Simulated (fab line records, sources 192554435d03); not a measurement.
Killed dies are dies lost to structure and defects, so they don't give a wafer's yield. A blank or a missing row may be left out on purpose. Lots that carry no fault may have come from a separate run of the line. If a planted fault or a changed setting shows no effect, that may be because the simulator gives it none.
Matching of chambers / flow n5 finfet / N5_FIN_CUT_CUT_ETCH_26 on rie diel-04 has 4 sister chambers
The step etches SiNx in CH3F/O2, target depth 39 nm, time 55.7 s. 14 wafers are shown with their chamber, then 7 later ones without.

EACH WAFER AND ITS CHAMBER
wafer=L074.2; chamber=0; drypump motor current A (A)=6.2; showerhead plenum p Torr (Torr)=2.01; rf vpp V (V)=302
wafer=L074.3; chamber=3; drypump motor current A (A)=5.0; showerhead plenum p Torr (Torr)=1.99; rf vpp V (V)=291
wafer=L074.5; chamber=1; drypump motor current A (A)=5.5; showerhead plenum p Torr (Torr)=2.02; rf vpp V (V)=289
wafer=L079.2; chamber=3; drypump motor current A (A)=5.0; showerhead plenum p Torr (Torr)=1.99; rf vpp V (V)=290
wafer=L079.5; chamber=0; drypump motor current A (A)=6.1; showerhead plenum p Torr (Torr)=2.01; rf vpp V (V)=303
wafer=L079.6; chamber=1; drypump motor current A (A)=5.5; showerhead plenum p Torr (Torr)=2.02; rf vpp V (V)=289
wafer=L080.2; chamber=0; drypump motor current A (A)=6.1; showerhead plenum p Torr (Torr)=2.00; rf vpp V (V)=303
wafer=L080.3; chamber=2; drypump motor current A (A)=6.5; showerhead plenum p Torr (Torr)=1.91; rf vpp V (V)=299
wafer=L080.6; chamber=0; drypump motor current A (A)=6.1; showerhead plenum p Torr (Torr)=2.00; rf vpp V (V)=303
wafer=L083.2; chamber=0; drypump motor current A (A)=6.1; showerhead plenum p Torr (Torr)=2.00; rf vpp V (V)=304
wafer=L083.5; chamber=3; drypump motor current A (A)=5.0; showerhead plenum p Torr (Torr)=1.98; rf vpp V (V)=292
wafer=L083.6; chamber=0; drypump motor current A (A)=6.2; showerhead plenum p Torr (Torr)=2.00; rf vpp V (V)=302
wafer=L086.1; chamber=2; drypump motor current A (A)=6.6; showerhead plenum p Torr (Torr)=1.91; rf vpp V (V)=298
wafer=L086.5; chamber=1; drypump motor current A (A)=5.5; showerhead plenum p Torr (Torr)=2.02; rf vpp V (V)=289

SIGNATURES (averages over the wafers above)
reading=drypump motor current A; chamber 0=6.133; chamber 1=5.500; chamber 2=6.550; chamber 3=5.000; scatter within a chamber=0.0428
reading=showerhead plenum p Torr; chamber 0=2.0033; chamber 1=2.0200; chamber 2=1.9100; chamber 3=1.9867; scatter within a chamber=0.00447
reading=rf vpp V; chamber 0=302.83; chamber 1=289.00; chamber 2=298.50; chamber 3=291.00; scatter within a chamber=0.73
Rule: for each reading, subtract the chamber's mean from the wafer's reading, divide by that reading's scatter and square the result; add these up over the readings and take the root, which gives the wafer's distance from the chamber. If the next closest chamber is less than 2 further off than the closest, the wafer can't be placed; otherwise it belongs to the closest. The scatter is the square root of a quotient: the sum, over the shown wafers, of each reading's squared deviation from its chamber's mean, divided by wafers minus chambers.

WAFERS WHOSE CHAMBER IS MISSING
wafer=L086.6; drypump motor current A (A)=6.2; showerhead plenum p Torr (Torr)=2.00; rf vpp V (V)=303
wafer=L093.1; drypump motor current A (A)=5.0; showerhead plenum p Torr (Torr)=1.98; rf vpp V (V)=290
wafer=L093.4; drypump motor current A (A)=5.5; showerhead plenum p Torr (Torr)=2.01; rf vpp V (V)=291
wafer=L093.5; drypump motor current A (A)=6.5; showerhead plenum p Torr (Torr)=1.90; rf vpp V (V)=299
wafer=L095.2; drypump motor current A (A)=5.5; showerhead plenum p Torr (Torr)=2.01; rf vpp V (V)=290
wafer=L095.3; drypump motor current A (A)=6.6; showerhead plenum p Torr (Torr)=1.90; rf vpp V (V)=300
wafer=L095.4; drypump motor current A (A)=5.0; showerhead plenum p Torr (Torr)=1.98; rf vpp V (V)=290

WHICH CHAMBER EACH WENT THROUGH
wafer=L086.6; from the rows above=0; in truth=0
wafer=L093.1; from the rows above=3; in truth=3
wafer=L093.4; from the rows above=1; in truth=1
wafer=L093.5; from the rows above=2; in truth=2
wafer=L095.2; from the rows above=1; in truth=1
wafer=L095.3; from the rows above=2; in truth=2
wafer=L095.4; from the rows above=3; in truth=3
Correctly placed: 7 of 7. Not placeable from these rows: 0. 0 placed wrongly.
